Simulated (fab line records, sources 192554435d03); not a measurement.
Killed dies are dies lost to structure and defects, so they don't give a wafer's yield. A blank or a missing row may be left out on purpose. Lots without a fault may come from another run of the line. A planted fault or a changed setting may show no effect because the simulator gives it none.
Problem report in the 8D (eight disciplines) form, filled by code | flow n5_finfet | the parts of the form that need people (team, actions taken, sign-off) are left out

1. THE PROBLEM
killed_at_M4_up at N5_PASSIVATION_PROBE_49 reads a mean of 1087 on 6 wafers of 2 lots; wafers without a fault read 12 with a standard deviation of 4.7. That is +99 or more standard deviations from the usual mean.
First seen on wafer L652.1, day 15 23:45, on prober-01. The record holds 8 wafers of 3 lots with a number at this step. Rule for "out", or "out of limits": more than 4 standard deviations from the usual mean. The other wafers with a number count as sound.

2. WHAT IT IS AND WHAT IT IS NOT
question                    | is                                                                                                                  | is not
which readings at this step | killed_at_M4_up, defect_limited_yield, killed_dies, killed_on_rim, sort_bin_5_function, sort_n_pass, sort_yield_pct | killed_at_M0_to_M3, killed_at_contacts, killed_at_front_end, killed_open, killed_short
which lots                  | L652, L654                                                                                                          | L640
which wafers of those lots  | all that have a number                                                                                              | -
read on which tools         | prober-01                                                                                                           | prober-02
when                        | from day 15 23:45                                                                                                   | up to then (2 sound wafers)

3. SUSPECTS, AND WHAT RULES EACH OUT
Counting: a tool at a process step up to the reading stays a suspect if it ran every lot that is out and no sound lot after the first of them.
- pvd_sputter-01 at N5_BEOL_M14_SPUTTER_43 (material TaN, target thk 15 nm, time 24.19 s): kept. It ran every lot that is out, first L652 (day 15 02:19), and no sound lot after that.
- rie_diel-02 at N5_BEOL_M15_ETCH_57 (etches SOC in N2/H2, time 750 s): kept. It ran every lot that is out, first L652 (day 15 04:53), and no sound lot after that; its last sound lot up to then is L640 (day 11 16:16).
- rie_diel-05 at N5_BEOL_M15_DESCUM_33 (chemistry O2, time 7.9 s): kept. It ran every lot that is out, first L652 (day 15 05:52), and no sound lot after that.
- prober-01 at N5_PASSIVATION_PROBE_49: kept. It ran every lot that is out, first L652 (day 15 23:45), and no sound lot after that. Its own readings are out on those wafers: defect_limited_yield, killed_at_M4_up, killed_dies, killed_on_rim, sort_bin_5_function, sort_n_pass, sort_yield_pct.
Left after counting: pvd_sputter-01 at N5_BEOL_M14_SPUTTER_43, rie_diel-02 at N5_BEOL_M15_ETCH_57, rie_diel-05 at N5_BEOL_M15_DESCUM_33, prober-01 at N5_PASSIVATION_PROBE_49.

4. THE CAUSE (what the simulator had put in)
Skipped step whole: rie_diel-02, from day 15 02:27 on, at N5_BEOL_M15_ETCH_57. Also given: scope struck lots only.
Counting left 4 suspects, and this tool is among them.

5. THE CHAIN OF EFFECTS, in route order
Each row: a reading whose mean over the struck wafers that have a number lies more than 3 standard deviations from the usual. Only readings for which the record gives a usual standard deviation are gone through. hours: the time from each lot's start at the first step in this table that gives one to its start at this step, as a median over the lots. sigmas: the change in usual standard deviations.
hours | step                    | reading              | usual  | on struck wafers | change | sigmas
0     | N5_PASSIVATION_PROBE_49 | defect_limited_yield | 91.4 % | 0.0              | -91.4  | -57
0     | N5_PASSIVATION_PROBE_49 | killed_at_M4_up      | 12     | 1087             | +1075  | +99 or more
0     | N5_PASSIVATION_PROBE_49 | killed_dies          | 102    | 1180             | +1078  | +60
0     | N5_PASSIVATION_PROBE_49 | killed_on_rim        | 13     | 152              | +139   | +33
0     | N5_PASSIVATION_PROBE_49 | sort_bin_5_function  | 5.1 %  | 96.4             | +91.3  | +95
0     | N5_PASSIVATION_PROBE_49 | sort_n_pass          | 1078   | 0                | -1078  | -54
0     | N5_PASSIVATION_PROBE_49 | sort_yield_pct       | 91.3 % | 0.0              | -91.3  | -54
The process steps in it:
- N5_PASSIVATION_PROBE_49
Readings that are blank on the struck wafers while sound wafers have them: bias_w at N5_BEOL_M15_ETCH_57; chamber_pressure_mTorr at N5_BEOL_M15_ETCH_57; drypump_motor_current_A at N5_BEOL_M15_ETCH_57; n2_flow_sccm at N5_BEOL_M15_ETCH_57; oes_product_au at N5_BEOL_M15_ETCH_57; rf_vpp_V at N5_BEOL_M15_ETCH_57; showerhead_plenum_p_Torr at N5_BEOL_M15_ETCH_57; throttle_valve_pct at N5_BEOL_M15_ETCH_57.

6. WHAT WOULD HAVE CAUGHT IT SOONER
In this record the first reading out of limits was taken at day 15 23:45, 21 hours after the fault began at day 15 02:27.
At N5_BEOL_M15_ETCH_57 the tool's readings are blank on the struck wafers, where sound wafers have them: an empty tool record is the first sign, and it was there at once.
All the lots that are out (2) had begun N5_BEOL_M15_ETCH_57 on rie_diel-02 by day 15 23:45. A hold on the tool at that time would have spared none of them.
